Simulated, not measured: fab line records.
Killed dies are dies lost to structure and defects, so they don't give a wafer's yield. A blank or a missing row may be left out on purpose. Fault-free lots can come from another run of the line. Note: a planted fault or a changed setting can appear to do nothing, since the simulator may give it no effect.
Split-lot trial | flow n5_finfet | 7 lots, 21 wafers read, on a route of 1938 steps

THE SPLIT ITSELF
At N5_BEOL_M14_DEP_53 (deposits SiCN from 3MS/NH3, target thk 50 nm, time 17.8 s), the setting time_s was moved away from the recipe's 17.8 s on 6 of the 21 wafers read, by +7.0% to +14.6%. The other wafers ran this setting at the recipe's value.

The reading comes from the split's own step.

THE READING
SiCN_of_BEOL_M14_DEP_53.thk_nm (the simulator's own value, which no gauge read), in nm, at N5_BEOL_M14_DEP_53 (deposits SiCN from 3MS/NH3, target thk 50 nm, time 17.8 s). The file gives no usual value for it. The 15 wafers here that ran the recipe average 49.5 nm, standard deviation 0.62 nm.

wafer  | tool, chamber at the split | time_s as run, s | against the recipe | SiCN_of_BEOL_M14_DEP_53.thk_nm, nm | against lot-mates on the recipe
L076.1 | pecvd-03, 1                | 17.8             | recipe             | 48.8                               | -
L076.3 | pecvd-03, 0                | 17.8             | recipe             | 49.4                               | -
L076.5 | pecvd-03, 1                | 17.8             | recipe             | 50                                 | -
L077.1 | pecvd-03, 1,2              | 17.8             | recipe             | 48.8                               | -
L077.2 | pecvd-03, 1,2              | 17.8             | recipe             | 48.8                               | -
L077.4 | pecvd-03, 1                | 17.8             | recipe             | 50.2                               | -
L081.2 | pecvd-02, 2                | 17.8             | recipe             | 49.2                               | -
L081.3 | pecvd-02, 1                | 20.39            | +14.6%             | 56.8                               | +7.6
L081.5 | pecvd-02, 1                | 20.39            | +14.6%             | 57.4                               | +8.2
L086.4 | pecvd-03, 2                | 17.8             | recipe             | 50                                 | -
L086.5 | pecvd-03, 1                | 17.8             | recipe             | 49.2                               | -
L086.6 | pecvd-03, 0                | 17.8             | recipe             | 50.2                               | -
L092.1 | pecvd-02, 2                | 19.09            | +7.2%              | 53.2                               | +4.0
L092.3 | pecvd-02, 1                | 17.8             | recipe             | 49.2                               | -
L092.6 | pecvd-02, 2                | 19.09            | +7.2%              | 53.4                               | +4.2
L094.1 | pecvd-04, 2                | 17.8             | recipe             | 50                                 | -
L094.5 | pecvd-04, 0                | 19.05            | +7.0%              | 53.6                               | +3.3
L094.6 | pecvd-04, 1                | 17.8             | recipe             | 50.6                               | -
L096.1 | pecvd-02, 1                | 17.8             | recipe             | 48.6                               | -
L096.5 | pecvd-02, 0                | 20.26            | +13.8%             | 57.4                               | +8.1
L096.6 | pecvd-02, 1                | 17.8             | recipe             | 50                                 | -
The file does not say which wafer passed through which chamber wherever a row lists several chambers: such a row stands for several wafers.

FIT RESULTS
A straight line over all 21 wafers: SiCN_of_BEOL_M14_DEP_53.thk_nm changes by +0.536 nm for each +1% of time_s; r = +0.98; the points scatter about the line by 0.58 nm.
The same after taking each lot's own level away (the mean of its wafers on the recipe; 21 wafers): +0.553 nm for each +1%; r = +0.99; scatter 0.49 nm.
Per that fit: largest time_s move, reading shift of 8 nm.
The span of the lots' own levels, 49.20 to 50.30 nm, comes to 1.8 times the standard deviation stated above.
So the lot-to-lot level changes the slope little: the two slopes agree.
Check: for one of the wafers moved furthest among these (+14.6%), held out of the fit, the line's prediction against its lot-mates is +8.2 nm. It came out at +7.6 nm against them.

FILE'S OWN FIT
SiCN_of_BEOL_M14_DEP_53.thk_nm changes by +0.555 nm for each +1% of time_s, r = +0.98.
